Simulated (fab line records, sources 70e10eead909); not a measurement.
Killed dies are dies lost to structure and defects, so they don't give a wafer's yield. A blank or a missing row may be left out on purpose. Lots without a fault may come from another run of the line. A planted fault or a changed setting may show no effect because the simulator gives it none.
A struck lot beside a sound one | flow nand_harc | 15 steps out of a route of 1302
Sound: wafers L630.3, L630.4, L630.6. Struck: wafers L648.3, L648.4, L648.5. The cause comes at the end.
At each step with rows: each side's tool, then ch and its chambers, then its first start. Under that, the readings that differ: sound wafers | struck wafers | difference of the means | sigmas: that difference in standard deviations of wafers without a fault.
alike: readings whose means differ by less than 2 such deviations, and words and numbers that are the same on both sides. not compared: withheld readings, readings that some wafer has no value for, bounds like >300 that may hide the same value, and numbers for which the record gives no deviation and whose values overlap.
The two part at a step that has a row with sigmas, a row that says differs or no value, or rows on one side only. Numbers that don't overlap but have no deviation are shown without sigmas and don't part them. A reading that every wafer of one side lacks parts them only if that side has two wafers or more.

first, 1 step without rows for these wafers: NHARC_A_ONON_D1_DEP_12 (target thk 1000 nm).
NHARC_A_ONON_D1_THK_MEAS_14: measures by ellipsometry.
  sound on film_metro-01, day 9 16:48; struck on film_metro-01, day 16 16:59
  alike: thk_nm
then, 2 steps without rows for these wafers: NHARC_A_ONON_D1_ANNEAL_15 (time 3600 s); NHARC_A_ONON_D1_DEP_16 (target thk 1000 nm).
NHARC_A_ONON_D1_THK_MEAS_18: measures by ellipsometry.
  sound on film_metro-02, day 10 01:01; struck on film_metro-01, day 17 00:32
  alike: thk_nm
then, 1 step without rows for these wafers: NHARC_A_ONON_D1_DEP_19 (target thk 1000 nm).
NHARC_A_ONON_D1_THK_MEAS_21: measures by ellipsometry.
  sound on film_metro-02, day 10 01:35; struck on film_metro-01, day 17 01:06
  reading     | sound          | struck      | difference | sigmas
  thk_nm (nm) | 1005 1006 1007 | 984 986 986 | -21        | -2
then, 1 step without rows for these wafers: NHARC_A_ONON_D1_DEP_22 (target thk 1000 nm).
NHARC_A_ONON_D1_THK_MEAS_24: measures by ellipsometry.
  sound on film_metro-02, day 10 02:10; struck on film_metro-01, day 17 01:40
  alike: thk_nm
then, 1 step without rows for these wafers: NHARC_A_ONON_D1_DEP_25 (target thk 1000 nm).
NHARC_A_ONON_D1_THK_MEAS_27: measures by ellipsometry.
  sound on film_metro-01, day 10 02:44; struck on film_metro-01, day 17 02:14
  alike: thk_nm
NHARC_A_ONON_D1_DEP_28: target thk 1000 nm.
  sound on pecvd_onon-03 ch 0, day 10 02:54; struck on pecvd_onon-04 ch 0, day 17 02:24
NHARC_A_ONON_D1_THK_MEAS_30: measures by ellipsometry.
  sound on film_metro-02, day 10 03:17; struck on film_metro-01, day 17 02:50
  reading     | sound          | struck         | difference | sigmas
  thk_nm (nm) | 1009 1009 1011 | 1744 1744 1744 | +734       | +67
NHARC_A_ONON_D1_DEP_33: deposits SiO2, target thk 200 nm.
  sound on pecvd-03 ch 1,2, day 10 03:21; struck on pecvd-01 ch 0,2, day 17 02:56
  alike: flow_sccm, heater_power_w, throttle_valve_pct
-- the record jumps here: 17 days lie between the struck wafers' starts before and after (it left off in module A_ONON_D1 and takes up again in module END, whose first step shown is number 1302 of the route) --
NHARC_END_SORT_01:
  the record has rows for the struck wafers here (prober-02 ch 0, day 34 03:40) and none for the sound ones

WHERE THEY PART
First at NHARC_A_ONON_D1_THK_MEAS_21; last, within this record, at NHARC_END_SORT_01.

WHY: what the simulator had put in
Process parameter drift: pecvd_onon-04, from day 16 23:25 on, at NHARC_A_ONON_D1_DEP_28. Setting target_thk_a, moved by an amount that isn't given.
